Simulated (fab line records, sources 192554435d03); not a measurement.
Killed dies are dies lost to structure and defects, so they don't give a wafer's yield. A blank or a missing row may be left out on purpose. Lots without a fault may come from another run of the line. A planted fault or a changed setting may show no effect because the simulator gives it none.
A struck lot beside a sound one | flow n5_finfet | 37 steps out of a route of 1938
Sound: wafers L477.3, L477.5, L477.6. Struck: wafers L464.1, L464.4, L464.5. The cause comes at the end.
At each step with rows: each side's tool, then ch and its chambers, then its first start. Under that, the readings that differ: sound wafers | struck wafers | difference of the means | sigmas: that difference in standard deviations of wafers without a fault.
alike: readings whose means differ by less than 2 such deviations, and words and numbers that are the same on both sides. not compared: withheld readings, readings that some wafer has no value for, bounds like >300 that may hide the same value, and numbers for which the record gives no deviation and whose values overlap.
The two part at a step that has a row with sigmas, a row that says differs or no value, or rows on one side only. Numbers that don't overlap but have no deviation are shown without sigmas and don't part them. A reading that every wafer of one side lacks parts them only if that side has two wafers or more.

first, 9 steps without rows for these wafers: N5_WELL_APT_COAT_02 (resist thk 950 nm); N5_WELL_APT_EBR_04; N5_WELL_APT_SOFTBAKE_03 (time 60 s); N5_WELL_APT_EXPOSE_05 (exposes mask NWELL, defocus 0 nm, target cd 200 nm); N5_WELL_APT_PEB_06 (peb time 90 s); N5_WELL_APT_DEVELOP_07 (develop time 45 s); N5_WELL_APT_HARDBAKE_12 (time 120 s); N5_WELL_APT_DESCUM_13 (chemistry O2, time 7.9 s); N5_WELL_APT_IMPLANT_14.
N5_WELL_APT_IMPLANT_15:
  sound on implanter-02 ch 0, day 6 14:25; struck on implanter-02 ch 0, day 3 08:03
  reading            | sound                            | struck                        | difference | sigmas
  dose_ions_cm2      | 1.5001e+13 1.5013e+13 1.4992e+13 | 8.109e+12 8.128e+12 8.133e+12 | -6.879e+12 | -99 or more
  faraday_current_uA | 184 188 185                      | 103 104 104                   | -82        | -22
  alike: rotation_deg
then, 25 steps without rows for these wafers: N5_WELL_APT_STRIP_16 (strips in SPM, time 900 s); N5_WELL_APT_HMDS_18 (time 60 s); N5_WELL_APT_COAT_19 (resist thk 950 nm); N5_WELL_APT_EBR_21; N5_WELL_APT_SOFTBAKE_20 (time 60 s); N5_WELL_APT_EXPOSE_22 (exposes mask PWELL, defocus 0 nm, target cd 200 nm); N5_WELL_APT_PEB_23 (peb time 90 s); N5_WELL_APT_DEVELOP_24 (develop time 45 s); N5_WELL_APT_HARDBAKE_29 (time 120 s); N5_WELL_APT_DESCUM_30 (chemistry O2, time 7.9 s); N5_WELL_APT_IMPLANT_31; N5_WELL_APT_IMPLANT_32; N5_WELL_APT_STRIP_33 (strips in SPM, time 900 s); N5_WELL_APT_RTA_34 (time 10 s); N5_WELL_APT_OXIDE_STRIP_42 (strips SiO2 in dHF, time 45 s, target depth 12 nm); N5_WELL_APT_PRECLEAN_36 (cleans in O3/DIW, time 45 s); N5_WELL_APT_PRECLEAN_39 (cleans in dHF, time 60 s); N5_WELL_APT_SRD_37 (time 30 s); N5_WELL_APT_EPI_41 (deposits Si from SiH4/H2, target thk 50 nm, time 297.7 s); N5_PMOS_HMC_CHANNEL_EPI_HM_DEP_34 (deposits SiO2 from TEOS/O2, target thk 36 nm, time 6.9 s); N5_PMOS_HMC_CHANNEL_EPI_COAT_31 (time 60 s, resist thk 66 nm); N5_PMOS_HMC_CHANNEL_EPI_COAT_03 (resist thk 205 nm); N5_PMOS_HMC_CHANNEL_EPI_EBR_05; N5_PMOS_HMC_CHANNEL_EPI_SOFTBAKE_04 (time 60 s); N5_PMOS_HMC_CHANNEL_EPI_EXPOSE_06 (exposes mask PMOS HMC BLK, target cd 240 nm).
-- the record jumps here: 7 days lie between the struck wafers' starts before and after (it left off in module PMOS_HMC_CHANNEL_EPI and takes up again in module BEOL_M4, whose first step shown is number 1111 of the route) --
N5_BEOL_M4_RC_MEAS_101:
  sound on prober-01 ch 0, day 13 12:31; struck on prober-01 ch 0, day 9 21:21
  reading | sound          | struck         | difference | sigmas
  CJ_P    | 5.67 5.49 5.91 | 4.33 4.27 4.24 | -1.41      | -7
  alike: DIBL_N, DIBL_P, IOFF_N, IOFF_P, ION_N, ION_P, SS_N, SS_P, VT_N, VT_P
-- the record jumps here: 4 days lie between the struck wafers' starts before and after (it left off in module BEOL_M4 and takes up again in module PASSIVATION, whose first step shown is number 1936 of the route) --
N5_PASSIVATION_PROBE_49:
  the record has rows for the struck wafers here (prober-01, day 13 13:59) and none for the sound ones

WHERE THEY PART
First at N5_WELL_APT_IMPLANT_15; last, within this record, at N5_PASSIVATION_PROBE_49.

WHY: what the simulator had put in
Process parameter drift: implanter-02, from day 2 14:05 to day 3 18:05, at N5_WELL_APT_IMPLANT_15. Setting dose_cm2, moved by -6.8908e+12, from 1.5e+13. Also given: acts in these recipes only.
